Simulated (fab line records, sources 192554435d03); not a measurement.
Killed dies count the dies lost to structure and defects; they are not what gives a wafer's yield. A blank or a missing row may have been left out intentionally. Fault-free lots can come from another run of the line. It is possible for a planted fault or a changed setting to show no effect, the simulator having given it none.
fab line records	flow n5Finfet
[record] lots = 7	wafers = 39
route steps=1938 shown BEOL_M10@1512
startH: the number of hours between the record's first day and the start of the first shown wafer of the lot	waitH: time in hours since the lot's previous step	" identical to the entry in the row above	L1.1+2: a single row standing in for several wafers	- no value, or no start given	* or withheld: withheld	< > ~ a bound
route shown NAME@n: names a module that has steps shown in the file, with the first one's number in the route	usual: mean and standard deviation over wafers with no fault	same: alike in all rows	chamber/n: place in a boat	sites: readings site by site	_std_site: their standard deviation	_edge_site: the outer-site mean with the inner-site mean subtracted	radiusMm: how far each site lies from the wafer's centre	mask NAME#n: copy n	behind: the last tool/chamber to shape the wafer	hold: what put the lot on hold/how long, in hours/how the hold closed	device: which transistor (n, p or np) failed to switch	end of line: at the end of the route, the tests of the same wafers	a step given without rows: its recipe and nothing more	killed: dies lost to structure and defects at the first sort, not the wafer's yield	map: shows each die of a wafer: x if killed, . if not, _ if none is there
set.NAME: the run value of the setting; set.NAME@STEP: its run value at that earlier step	model.NAME: the simulator's own value behind a step, which no gauge read
lots where settings were altered on purpose, with a table for each step and a row for each wafer
[[steps]]
[step N5_BEOL_M10_TRENCH_ETCH_37]
[recipe] chemistry = C4F6/O2	targetDepthA = 1488.3	target = SiCOH_lowk	timeS = 48	ionEnergyEv = 250	pressureMtorr = 30	sourceW = 345	biasW = 185	Ar_flow_sccm = 300	C4F6_flow_sccm = 10	O2_flow_sccm = 10
lot.wafer	tool	chamber	startH	waitH	set.targetDepthA	model.etch.depthNm	model.BEOL_M10.featureDepthNm	model.TiN_of_BEOL_M10_HM_DEP_02.thkNm
L080.1	rieDiel-06	2	-	-	1488.3	149	149	16.2
L080.2	"	0	"	"	1488.3	144.1	144.2	16.4
L080.3	"	3	"	"	1488.3	151.2	151.2	16.2
L080.4	"	1	"	"	1488.3	153.6	153.6	16.4
L080.5	"	3	"	"	1488.3	151.5	151.6	16
L080.6	"	2	"	"	1488.3	148.6	148.6	16.2
L082.1	rieDiel-06	2	-	-	1488.3	149.8	149.8	16
L082.2	"	0	"	"	1488.3	144	144	16.4
L082.3	"	1	"	"	1488.3	151.5	151.4	16.2
L082.4	"	3	"	"	1488.3	150.1	150	16.4
L082.5	"	2	"	"	1488.3	148.6	148.6	16.4
L082.6	"	1	"	"	1488.3	152.6	152.6	16
L083.1	rieDiel-05	2	-	-	1488.3	150.7	150.6	15.8
L083.2	"	0	"	"	1488.3	144.4	144.4	15.8
L083.5	"	1	"	"	1488.3	151.2	151.2	15.2
L085.1	rieDiel-06	1	-	-	1193	123.4	123.4	16
L085.2	"	3	"	"	1488.3	149.4	149.4	15.8
L085.3	"	2	"	"	1488.3	148.3	148.2	15
L085.4	"	1	"	"	1488.3	153.9	154	15.2
L085.5	"	3	"	"	1193	119.9	119.8	16.4
L085.6	"	2	"	"	1193	119.8	119.8	16.2
L088.1	rieDiel-05	0	-	-	2214	215.9	215.8	13.4
L088.2	"	1	"	"	2214	225.7	225.8	13.8
L088.3	"	2	"	"	1488.3	151.3	151.4	15.6
L088.4	"	3	"	"	1488.3	153.5	153.6	15.8
L088.5	"	1	"	"	2214	225.2	225.2	14
L088.6	"	0	"	"	1488.3	145.9	145.8	15.4
L091.1	rieDiel-05	1	-	-	1917	192.3	192.4	14.8
L091.2	"	2	"	"	1488.3	151.8	151.8	16
L091.3	"	3	"	"	1917	197.3	197.2	14.8
L091.4	"	0	"	"	1488.3	143.6	143.6	16.2
L091.5	"	2	"	"	1917	196	196	15.2
L091.6	"	1	"	"	1488.3	150.8	150.8	16
L092.1	rieDiel-06	3	-	-	713.1	71.4	71.4	17.6
L092.2	"	0	"	"	1488.3	148.9	149	15.6
L092.3	"	2	"	"	1488.3	150.1	150	15.6
L092.4	"	1	"	"	1488.3	152.9	152.8	15.2
L092.5	"	1	"	"	713.1	73.21	73.2	17.6
L092.6	"	2	"	"	713.1	72.18	72.2	17.4
[step N5_BEOL_M10_ETCH_41]
[recipe] chemistry = CH3F/O2	target = SiCN	targetDepthA = 426	taperDeg = 2	timeS = 86	ionEnergyEv = 120	maskMaterial = TiN	pressureMtorr = 30	sourceW = 395	biasW = 75	Ar_flow_sccm = 150	CH3F_flow_sccm = 30	O2_flow_sccm = 20
[step N5_BEOL_M10_STRIP_77]
[recipe] chemistry = N2/H2	timeS = 10	powerW = 450	tempC = 40	pressureMtorr = 20	rfFrequencyHz = 6e+07	biasPowerW = 7	n2FlowSccm = 200	h2FlowSccm = 200
[step N5_BEOL_M10_OCD_MEAS_38]
[usual] trenchDepthNm = 150/3.1
lot.wafer	tool	chamber	startH	waitH	set.targetDepthA@BEOL_M10_TRENCH_ETCH_37	trenchDepthNm
L080.1	ocd-01	-	262.82	-	1488.3	149
L080.2	"	-	"	"	1488.3	144
L080.3	"	-	"	"	1488.3	151
L080.4	"	-	"	"	1488.3	154
L080.5	"	-	"	"	1488.3	152
L080.6	"	-	"	"	1488.3	149
L082.1	ocd-01	-	280.31	-	1488.3	150
L082.2	"	-	"	"	1488.3	144
L082.3	"	-	"	"	1488.3	151
L082.4	"	-	"	"	1488.3	150
L082.5	"	-	"	"	1488.3	149
L082.6	"	-	"	"	1488.3	153
L083.1	ocd-02	-	289.55	-	1488.3	151
L083.2	"	-	"	"	1488.3	144
L083.5	"	-	"	"	1488.3	151
L085.1	ocd-02	-	307.46	-	1193	124
L085.2	"	-	"	"	1488.3	150
L085.3	"	-	"	"	1488.3	148
L085.4	"	-	"	"	1488.3	154
L085.5	"	-	"	"	1193	120
L085.6	"	-	"	"	1193	120
L088.1	ocd-01	-	320.87	-	2214	216
L088.2	"	-	"	"	2214	226
L088.3	"	-	"	"	1488.3	152
L088.4	"	-	"	"	1488.3	153
L088.5	"	-	"	"	2214	225
L088.6	"	-	"	"	1488.3	145
L091.1	ocd-01	-	349.71	-	1917	192
L091.2	"	-	"	"	1488.3	152
L091.3	"	-	"	"	1917	197
L091.4	"	-	"	"	1488.3	143
L091.5	"	-	"	"	1917	196
L091.6	"	-	"	"	1488.3	151
L092.1	ocd-02	-	361.49	-	713.1	71
L092.2	"	-	"	"	1488.3	149
L092.3	"	-	"	"	1488.3	150
L092.4	"	-	"	"	1488.3	152
L092.5	"	-	"	"	713.1	73
L092.6	"	-	"	"	713.1	72
[step N5_BEOL_M10_HM_STRIP_39]
[recipe] chemistry = peroxideTinStrip	material = TiN	targetDepthA = 250	tempC = 50	timeS = 158
[step N5_BEOL_M10_SRD_40]
[recipe] timeS = 30	tempC = 23	rinseLiquid = diw	dry = ipaMarangoni
[step N5_BEOL_M10_ECD_50]
[recipe] material = Cu	targetThkA = 3180
[step N5_BEOL_M10_ANNEAL_51]
[recipe] tempC = 225	timeS = 90	ambient = N2
[step N5_BEOL_M10_CMP_52]
[recipe] stopOn = SiCOH_lowk	tOverpolishS = 7	downForcePsi = 1	platenRpm = 50	clearingPlatenDownForcePsi = 1.5	clearingPlatenRpm = 50	postCmpClean = cuAlkaline	targetThkNm = 140	clearingPlatenPadVelocityMS = 0.99484	padVelocityMS = 0.99484
lot.wafer	tool	chamber	startH	waitH	set.targetDepthA@BEOL_M10_TRENCH_ETCH_37	model.Cu_of_BEOL_M10_ECD_50.thkNm
L080.3	cmp-01	3	264.97	0.2	1488.3	141.2
L080.1	"	0	"	"	1488.3	138
L080.2	"	1	"	"	1488.3	133.4
L080.4	"	2	"	"	1488.3	145.4
L080.5	"	3	"	"	1488.3	142
L080.6	"	0	"	"	1488.3	137.4
L082.3	cmp-01	1	282.75	0.2	1488.3	140.2
L082.1	"	2	"	"	1488.3	141.2
L082.4	"	3	"	"	1488.3	139.2
L082.2	"	0	"	"	1488.3	131
L082.5	"	1	"	"	1488.3	136
L082.6	"	2	"	"	1488.3	144.4
L083.2	cmp-03	3	291.51	0.2	1488.3	135
L083.1	"	0	"	"	1488.3	144
L083.5	"	3	"	"	1488.3	142.2
L085.3+2	cmp-04	3,1	310.14	0.3	1488.3	139.6
L085.1	"	0	"	"	1193	116.4
L085.4	"	2	"	"	1488.3	144.2
L085.6	"	3	"	"	1193	111.6
L085.5	"	0	"	"	1193	112.2
L088.3	cmp-03	3	323.91	0.2	1488.3	142
L088.4	"	0	"	"	1488.3	145.8
L088.2	"	1	"	"	2214	219.8
L088.1	"	2	"	"	2214	206.2
L088.6	"	3	"	"	1488.3	136.4
L088.5	"	0	"	"	2214	218.4
L091.4	cmp-03	3	352.65	0.1	1488.3	133.4
L091.3	"	0	"	"	1917	190.8
L091.1	"	1	"	"	1917	185.8
L091.2	"	2	"	"	1488.3	142.8
L091.6	"	3	"	"	1488.3	141.8
L091.5	"	0	"	"	1917	191
L092.1	cmp-04	1	365.26	0.3	713.1	62.4
L092.4	"	2	"	"	1488.3	142.8
L092.3	"	3	"	"	1488.3	143.4
L092.2	"	0	"	"	1488.3	141.6
L092.6	"	1	"	"	713.1	63.2
L092.5	"	2	"	"	713.1	63.6
[step N5_BEOL_M10_THK_MEAS_53]
[recipe] thkMeasGauge = xrf	reads = Cu_of_BEOL_M10_ECD_50
[usual] M10_THK = 141/3.9
lot.wafer	tool	chamber	startH	waitH	set.targetDepthA@BEOL_M10_TRENCH_ETCH_37	M10_THK[nm]
L080.1	filmMetro-02	-	265.26	-	1488.3	139
L080.2	"	-	"	"	1488.3	134
L080.3	"	-	"	"	1488.3	142
L080.4	"	-	"	"	1488.3	146
L080.5	"	-	"	"	1488.3	143
L080.6	"	-	"	"	1488.3	138
L082.1	filmMetro-01	-	283.04	-	1488.3	142
L082.2	"	-	"	"	1488.3	131
L082.3	"	-	"	"	1488.3	140
L082.4	"	-	"	"	1488.3	140
L082.5	"	-	"	"	1488.3	136
L082.6	"	-	"	"	1488.3	145
L083.1	filmMetro-02	-	291.80	-	1488.3	144
L083.2	"	-	"	"	1488.3	134
L083.5	"	-	"	"	1488.3	142
L085.1	filmMetro-02	-	310.44	-	1193	116
L085.2	"	-	"	"	1488.3	140
L085.3	"	-	"	"	1488.3	140
L085.4	"	-	"	"	1488.3	145
L085.5	"	-	"	"	1193	112
L085.6	"	-	"	"	1193	112
L088.1	filmMetro-02	-	324.21	-	2214	207
L088.2	"	-	"	"	2214	222
L088.3	"	-	"	"	1488.3	143
L088.4	"	-	"	"	1488.3	147
L088.5	"	-	"	"	2214	220
L088.6	"	-	"	"	1488.3	137
L091.1	filmMetro-01	-	352.95	-	1917	186
L091.2	"	-	"	"	1488.3	143
L091.3	"	-	"	"	1917	190
L091.4	"	-	"	"	1488.3	133
L091.5	"	-	"	"	1917	192
L091.6	"	-	"	"	1488.3	142
L092.1	filmMetro-01	-	365.55	-	713.1	62
L092.2	"	-	"	"	1488.3	142
L092.3	"	-	"	"	1488.3	144
L092.4	"	-	"	"	1488.3	143
L092.5	"	-	"	"	713.1	64
L092.6	"	-	"	"	713.1	63
[step N5_BEOL_M10_PRE_CLEAN_55]
[recipe] gas = NH3	timeS = 15	tempC = withheld	rfPowerW = 300
[step N5_BEOL_M10_DEP_56]
[recipe] material = SiCN	targetThkA = 150	tempC = withheld	precursor = 3MS/NH3	pressureTorr = 3	rfW = 202	timeS = 26.5
[step N5_BEOL_M10_RS_MEAS_57]
[recipe] thkMeasGauge = four-point-probe	reads = Cu_of_BEOL_M10_ECD_50+Co_of_BEOL_M10_CVD_75+TaN_of_BEOL_M10_ALD_74
[usual] M10_RS = 0.149/0.0044
lot.wafer	tool	chamber	startH	waitH	set.targetDepthA@BEOL_M10_TRENCH_ETCH_37	M10_RS[ohm/sq]
L080.1	filmMetro-02	-	265.40	0.1	1488.3	0.153
L080.2	"	-	"	"	1488.3	0.159
L080.3	"	-	"	"	1488.3	0.149
L080.4	"	-	"	"	1488.3	0.145
L080.5	"	-	"	"	1488.3	0.148
L080.6	"	-	"	"	1488.3	0.154
L082.1	filmMetro-02	-	283.19	0.1	1488.3	0.149
L082.2	"	-	"	"	1488.3	0.162
L082.3	"	-	"	"	1488.3	0.151
L082.4	"	-	"	"	1488.3	0.152
L082.5	"	-	"	"	1488.3	0.156
L082.6	"	-	"	"	1488.3	0.146
L083.1	filmMetro-02	-	291.94	0.1	1488.3	0.146
L083.2	"	-	"	"	1488.3	0.157
L083.5	"	-	"	"	1488.3	0.148
L085.1	filmMetro-02	-	310.57	0.1	1193	0.185
L085.2	"	-	"	"	1488.3	0.152
L085.3	"	-	"	"	1488.3	0.151
L085.4	"	-	"	"	1488.3	0.146
L085.5	"	-	"	"	1193	0.193
L085.6	"	-	"	"	1193	0.194
L088.1	filmMetro-01	-	324.34	0.1	2214	0.099
L088.2	"	-	"	"	2214	0.093
L088.3	"	-	"	"	1488.3	0.149
L088.4	"	-	"	"	1488.3	0.145
L088.5	"	-	"	"	2214	0.093
L088.6	"	-	"	"	1488.3	0.156
L091.1	filmMetro-01	-	353.08	0.1	1917	0.111
L091.2	"	-	"	"	1488.3	0.148
L091.3	"	-	"	"	1917	0.108
L091.4	"	-	"	"	1488.3	0.160
L091.5	"	-	"	"	1917	0.108
L091.6	"	-	"	"	1488.3	0.149
L092.1	filmMetro-01	-	365.69	0.1	713.1	0.384
L092.2	"	-	"	"	1488.3	0.149
L092.3	"	-	"	"	1488.3	0.147
L092.4	"	-	"	"	1488.3	0.148
L092.5	"	-	"	"	713.1	0.376
L092.6	"	-	"	"	713.1	0.379
[[key]]
[split] step = N5_BEOL_M10_TRENCH_ETCH_37	setting = targetDepthA	stated = 1488.3	by = wafer
[response] step = N5_BEOL_M10_TRENCH_ETCH_37	reading = model.etch.depthNm	change = +1.51	per = 1%	r = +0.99
[response] step = N5_BEOL_M10_TRENCH_ETCH_37	reading = model.BEOL_M10.featureDepthNm	change = +1.51	per = 1%	r = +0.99
[response] step = N5_BEOL_M10_TRENCH_ETCH_37	reading = model.TiN_of_BEOL_M10_HM_DEP_02.thkNm	change = -0.0394	per = 1%	r = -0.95
[response] step = N5_BEOL_M10_OCD_MEAS_38	reading = trenchDepthNm	change = +1.51	per = 1%	r = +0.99
[response] step = N5_BEOL_M10_CMP_52	reading = model.Cu_of_BEOL_M10_ECD_50.thkNm	change = +1.54	per = 1%	r = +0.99
[response] step = N5_BEOL_M10_THK_MEAS_53	reading = M10_THK	change = +1.55	per = 1%	r = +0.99
[response] step = N5_BEOL_M10_RS_MEAS_57	reading = M10_RS	change = -0.00266	per = 1%	r = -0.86
